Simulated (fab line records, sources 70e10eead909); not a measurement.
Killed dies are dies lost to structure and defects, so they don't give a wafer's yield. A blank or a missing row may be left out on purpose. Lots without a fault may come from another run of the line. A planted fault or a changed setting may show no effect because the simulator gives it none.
Chamber matching | flow nand_harc | NHARC_THIN_TSV_CMP_01 on cmp-01: 4 sister chambers
The step polishes. 14 wafers are shown with their chamber, then 7 later ones without.

WAFERS WITH THEIR CHAMBER
wafer  | chamber | motor_current_A (A) | slurry_flow_ml_min
L177.2 | 1       | 13.2                | 150.3
L177.3 | 3       | 11.9                | 150.7
L177.4 | 0       | 13.0                | 149.9
L178.1 | 2       | 11.5                | 150.2
L178.2 | 3       | 11.5                | 150.5
L178.4 | 1       | 13.5                | 150.6
L180.3 | 1       | 12.9                | 150.8
L180.5 | 0       | 13.4                | 150.1
L180.6 | 1       | 13.2                | 150.5
L179.2 | 3       | 11.1                | 150.5
L179.3 | 1       | 13.2                | 150.7
L179.5 | 1       | 13.3                | 149.9
L182.1 | 3       | 12.0                | 150.1
L182.2 | 1       | 12.7                | 148.7

SIGNATURES (means of the wafers above)
reading            | chamber 0 | chamber 1 | chamber 2 | chamber 3 | scatter within a chamber
motor_current_A    | 13.200    | 13.143    | 11.500    | 11.625    | 0.317
slurry_flow_ml_min | 150.000   | 150.214   | 150.200   | 150.450   | 0.585
Rule: a wafer's distance from a chamber is the root of the sum, over the readings, of the square of ((its reading less the chamber's mean) divided by the reading's scatter). The wafer belongs to the nearest chamber; if the next one is less than 2 further off, it can't be placed. The scatter: the root of (the sum of the squares of (reading less its chamber's mean) over the shown wafers, divided by (wafers less chambers)).

WAFERS WITHOUT THEIR CHAMBER
wafer  | motor_current_A (A) | slurry_flow_ml_min
L182.6 | 11.3                | 149.7
L192.1 | 14.0                | 149.8
L192.3 | 12.4                | 149.5
L192.5 | 11.6                | 149.2
L196.1 | 13.1                | 150.0
L196.4 | 12.5                | 150.4
L196.6 | 11.3                | 149.6

WHICH CHAMBER EACH WENT THROUGH
wafer  | from the rows above               | in truth
L182.6 | can't be placed: 2 or 3           | 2
L192.1 | can't be placed: 0 or 1           | 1
L192.3 | can't be placed: 1 or 0 or 3 or 2 | 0
L192.5 | can't be placed: 2 or 3           | 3
L196.1 | can't be placed: 0 or 1           | 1
L196.4 | can't be placed: 1 or 0 or 3 or 2 | 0
L196.6 | can't be placed: 2 or 3           | 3
Placed correctly: 0 of 7. Can't be placed from these rows: 7 (the true chamber is among the candidates in 7). Placed wrongly: 0.
